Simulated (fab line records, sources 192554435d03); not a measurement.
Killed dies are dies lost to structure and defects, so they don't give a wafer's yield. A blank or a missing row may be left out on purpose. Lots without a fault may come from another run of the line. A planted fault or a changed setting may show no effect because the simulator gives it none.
Which tool did it? | flow n5_finfet | 9 lots, 27 wafers sampled, at 5 steps of a route of 1938

WHAT THE GAUGES READ, wafer by wafer
N5_BEOL_M4_RC_MEAS_101. Usual: DIBL_N 36.5 mV/V, standard deviation 1.4; DIBL_P 36.5 mV/V, standard deviation 1.6; IOFF_N 0.163 nA/um, standard deviation 0.022; IOFF_P 0.219 nA/um, standard deviation 0.029; ION_N 675 uA/um, standard deviation 8.3; ION_P 464 uA/um, standard deviation 6.2; SS_N 71.5 mV/dec, standard deviation 0.52; SS_P 73.4 mV/dec, standard deviation 0.57; VT_N 249.7 mV, standard deviation 2.6; VT_P -250 mV, standard deviation 3.
lot  | measured     | on        | DIBL_N (mV/V)  | DIBL_P (mV/V)  | IOFF_N (nA/um)    | IOFF_P (nA/um)    | ION_N (uA/um) | ION_P (uA/um) | SS_N (mV/dec)  | SS_P (mV/dec)  | VT_N (mV)         | VT_P (mV)      | flag
L103 | day 8 15:29  | prober-01 | 37.4 34.2 36.5 | 38.1 34.8 38.0 | 0.189 0.134 0.174 | 0.216 0.174 0.213 | 673 666 676   | 455 453 461   | 72.7 71.4 72.3 | 73.7 73.3 73.4 | 247.7 251.4 250.6 | -251 -255 -251 |
L114 | day 11 06:36 | prober-01 | 34.8 35.3 36.8 | 35.5 36.7 38.5 | 0.147 0.165 0.186 | 0.234 0.258 0.295 | 664 683 668   | 466 474 473   | 71.8 72.0 73.2 | 73.1 73.3 73.8 | 249.3 247.6 245.2 | -247 -245 -242 |
L115 | day 11 18:43 | prober-02 | 34.4 35.7 35.8 | 35.2 37.0 36.9 | 0.136 0.159 0.158 | 0.204 0.217 0.223 | 666 682 670   | 464 461 466   | 71.6 71.2 71.7 | 73.7 73.5 73.5 | 253.6 253.2 249.6 | -250 -250 -249 |
L118 | day 12 07:55 | prober-02 | 37.0 37.5 37.3 | 38.0 37.7 37.9 | 0.185 0.187 0.180 | 0.256 0.247 0.249 | 686 677 680   | 470 460 467   | 71.1 72.3 71.8 | 73.8 73.7 73.4 | 248.4 250.2 248.8 | -249 -247 -246 |
L120 | day 12 21:46 | prober-02 | 37.2 37.7 38.3 | 37.0 38.1 38.3 | 0.176 0.195 0.203 | 0.219 0.232 0.244 | 682 694 682   | 461 469 465   | 71.7 71.5 71.7 | 73.5 73.2 73.7 | 249.3 247.1 246.3 | -250 -251 -250 |
L124 | day 14 04:43 | prober-02 | 36.6 37.2 34.9 | 35.7 36.7 33.8 | 0.149 0.164 0.132 | 0.218 0.243 0.196 | 661 665 667   | 460 458 467   | 71.8 72.8 71.7 | 73.4 73.9 72.7 | 251.6 250.0 254.0 | -250 -248 -251 |

WHICH TOOL RAN EACH LOT (tool, then ch and the chambers of the sampled wafers, then the start)
lot  | N5_HKMG_FIN_DESCUM_17             | N5_HKMG_FIN_ETCH_86               | N5_HKMG_FIN_ETCHBACK_68          | N5_HKMG_FIN_ALD_72
L103 | rie_diel-02 ch 0,2,3, day 4 14:04 | rie_diel-01 ch 0,1,3, day 4 15:23 | rie_metal-01 ch 0,1, day 4 16:43 | cvd_w-01 ch 0,1, day 4 17:35
L107 | rie_diel-02 ch 0,1,2, day 5 17:28 | rie_diel-02 ch 1,3, day 5 18:47   | rie_metal-02 ch 0,1, day 5 20:04 | cvd_w-01 ch 0, day 5 20:58
L108 | rie_diel-02 ch 1,2, day 6 00:57   | rie_diel-01 ch 0,2,3, day 6 02:16 | rie_metal-02 ch 0,1, day 6 03:46 | cvd_w-01 ch 0,1, day 6 04:38
L109 | rie_diel-05 ch 0,2,3, day 6 03:33 | rie_diel-02 ch 0,1,2, day 6 05:06 | rie_metal-02 ch 0,1, day 6 06:24 | cvd_w-01 ch 0,1, day 6 07:17
L114 | rie_diel-02 ch 0,2, day 7 14:01   | rie_diel-02 ch 0,2,3, day 7 15:24 | rie_metal-03 ch 0,1, day 7 16:47 | cvd_w-01 ch 0,1, day 7 17:40
L115 | rie_diel-01 ch 0,1, day 7 15:15   | rie_diel-01 ch 1,3, day 7 16:41   | rie_metal-01 ch 0, day 7 17:59   | cvd_w-02 ch 0,1, day 7 18:53
L118 | rie_diel-01 ch 0,1, day 8 11:23   | rie_diel-01 ch 1,2,3, day 8 12:46 | rie_metal-01 ch 1, day 8 14:10   | cvd_w-02 ch 0,1, day 8 15:10
L120 | rie_diel-02 ch 0,1,2, day 8 21:16 | rie_diel-02 ch 1,2,3, day 8 22:35 | rie_metal-03 ch 0,1, day 8 23:56 | cvd_w-02 ch 0,1, day 9 00:49
L124 | rie_diel-01 ch 1,2,3, day 9 20:40 | rie_diel-01 ch 1,2,3, day 9 21:59 | rie_metal-01 ch 0,1, day 9 23:17 | cvd_w-01 ch 0,1, day 10 00:10
- N5_HKMG_FIN_DESCUM_17: chemistry O2, time 7.9 s.
- N5_HKMG_FIN_ETCH_86: etches SOC in N2/H2, stops on TiN, target depth 393.2 nm.
- N5_HKMG_FIN_ETCHBACK_68: etches the open film in Cl2/Ar, stops on HfO2, target depth 0.5 nm.
- N5_HKMG_FIN_ALD_72: deposits W, target thk 2 nm, pulse time 1 s, purge time 2 s.

WHAT THE TOOLS THEMSELVES READ (means of the sampled wafers that have a number; where no wafer has one, the mark that the record gives instead)
N5_HKMG_FIN_DESCUM_17. Usual: drypump_motor_current_A 5.8 A, standard deviation 0.43; oes_product_au 0.76 a.u., standard deviation 0.06; rf_vpp_V 242.9 V, standard deviation 0.91; showerhead_plenum_p_Torr 2.07 Torr, standard deviation 0.03; throttle_valve_pct 20.48 %, standard deviation 0.23.
lot  | tool        | drypump_motor_current_A (A) | oes_product_au (a.u.) | rf_vpp_V (V) | showerhead_plenum_p_Torr (Torr) | throttle_valve_pct (%) | flag
L103 | rie_diel-02 | 5.9                         | 0.79                  | 243.7        | 2.08                            | 20.47                  |
L107 | rie_diel-02 | 5.9                         | 0.76                  | 242.7        | 2.07                            | 20.48                  |
L108 | rie_diel-02 | 6.0                         | 0.75                  | 242.7        | 2.09                            | 20.59                  |
L109 | rie_diel-05 | 5.4                         | 0.72                  | 242.5        | 2.05                            | 20.57                  |
L114 | rie_diel-02 | 5.7                         | 0.77                  | 241.4        | 2.05                            | 20.56                  |
L115 | rie_diel-01 | 6.3                         | 0.82                  | 242.2        | 2.06                            | 20.20                  |
L118 | rie_diel-01 | 6.2                         | 0.80                  | 242.0        | 2.05                            | 20.20                  |
L120 | rie_diel-02 | 5.9                         | 0.74                  | 242.9        | 2.06                            | 20.51                  |
L124 | rie_diel-01 | 5.4                         | 0.77                  | 242.8        | 2.06                            | 20.54                  |

N5_HKMG_FIN_ETCH_86. Usual: bias_w 61.00 W, standard deviation 0.18; chamber_pressure_mTorr 30.000 mTorr, standard deviation 0.027; drypump_motor_current_A 5.7 A, standard deviation 0.47; oes_product_au 0.75 a.u., standard deviation 0.074; rf_vpp_V 240.3 V, standard deviation 0.96; showerhead_plenum_p_Torr 2.51 Torr, standard deviation 0.037; throttle_valve_pct 17.86 %, standard deviation 0.24.
lot  | tool        | bias_w (W) | chamber_pressure_mTorr (mTorr) | drypump_motor_current_A (A) | oes_product_au (a.u.) | rf_vpp_V (V) | showerhead_plenum_p_Torr (Torr) | throttle_valve_pct (%) | flag
L103 | rie_diel-01 | 61.13      | 29.986                         | 5.7                         | 0.79                  | 240.1        | 2.52                            | 17.76                  |
L107 | rie_diel-02 | -          | -                              | -                           | -                     | -            | -                               | -                      | OFF
L108 | rie_diel-01 | -          | -                              | -                           | -                     | -            | -                               | -                      | OFF
L109 | rie_diel-02 | -          | -                              | -                           | -                     | -            | -                               | -                      | OFF
L114 | rie_diel-02 | 60.96      | 29.990                         | 5.9                         | 0.76                  | 240.7        | 2.52                            | 17.89                  |
L115 | rie_diel-01 | 60.89      | 30.025                         | 5.1                         | 0.72                  | 240.5        | 2.52                            | 18.03                  |
L118 | rie_diel-01 | 60.95      | 30.038                         | 5.4                         | 0.78                  | 240.7        | 2.51                            | 17.94                  |
L120 | rie_diel-02 | 60.97      | 29.992                         | 6.1                         | 0.73                  | 240.5        | 2.55                            | 17.88                  |
L124 | rie_diel-01 | 61.04      | 30.020                         | 5.4                         | 0.77                  | 240.4        | 2.50                            | 17.95                  |

N5_HKMG_FIN_ETCHBACK_68. Usual: drypump_motor_current_A 5.2 A, standard deviation 0.38; mfc_ar_sccm 59.99 sccm, standard deviation 0.2; oes_product_au 0.81 a.u., standard deviation 0.11; throttle_valve_pct 20.77 %, standard deviation 0.16.
lot  | tool         | drypump_motor_current_A (A) | mfc_ar_sccm (sccm) | oes_product_au (a.u.) | throttle_valve_pct (%) | flag
L103 | rie_metal-01 | 5.0                         | 60.02              | 0.92                  | 20.66                  |
L107 | rie_metal-02 | 5.5                         | 59.79              | 0.72                  | 20.89                  |
L108 | rie_metal-02 | 5.5                         | 60.21              | 0.73                  | 20.88                  |
L109 | rie_metal-02 | 5.7                         | 59.93              | 0.76                  | 20.76                  |
L114 | rie_metal-03 | 5.1                         | 59.93              | 0.71                  | 20.91                  |
L115 | rie_metal-01 | 5.4                         | 60.06              | 0.90                  | 20.54                  |
L118 | rie_metal-01 | 4.8                         | 59.76              | 0.86                  | 20.76                  |
L120 | rie_metal-03 | 5.2                         | 60.23              | 0.83                  | 20.82                  |
L124 | rie_metal-01 | 5.2                         | 60.02              | 0.87                  | 20.62                  |

N5_HKMG_FIN_ALD_72. Usual: heater_power_w 456 W, standard deviation 59; precursor_pulse_height_rel 0.998, standard deviation 0.021.
lot  | tool     | heater_power_w (W) | precursor_pulse_height_rel | flag
L103 | cvd_w-01 | 479                | 1.002                      |
L107 | cvd_w-01 | 400                | 0.984                      |
L108 | cvd_w-01 | 479                | 0.994                      |
L109 | cvd_w-01 | 487                | 1.000                      |
L114 | cvd_w-01 | 442                | 1.000                      |
L115 | cvd_w-02 | 431                | 0.996                      |
L118 | cvd_w-02 | 471                | 1.015                      |
L120 | cvd_w-02 | 435                | 0.997                      |
L124 | cvd_w-01 | 485                | 0.982                      |

THE ANSWER, worked out from the rows above alone
Rule: a lot is off if the mean of its wafers that have a number lies more than 3 standard deviations from the usual mean. A lot without any number at a reading at which 4 lots or more have one is off too. The other lots that the step has rows for count as sound. The gauges are gone through in route order, then the tools' own readings, and for those a lot's mean is taken as printed above. The first step at which some lot is off is used, and at that step the reading that is off furthest; a lot without a number counts as furthest.
Off: L107, L108, L109, at N5_HKMG_FIN_ETCH_86 (bias_w). Without a number there: L107, L108, L109.
A tool fits if, at that step or a process step before it, it ran every lot that is off, and no sound lot after the first of them. None of those tried fits.

WHAT THE SIMULATOR HAD PUT IN
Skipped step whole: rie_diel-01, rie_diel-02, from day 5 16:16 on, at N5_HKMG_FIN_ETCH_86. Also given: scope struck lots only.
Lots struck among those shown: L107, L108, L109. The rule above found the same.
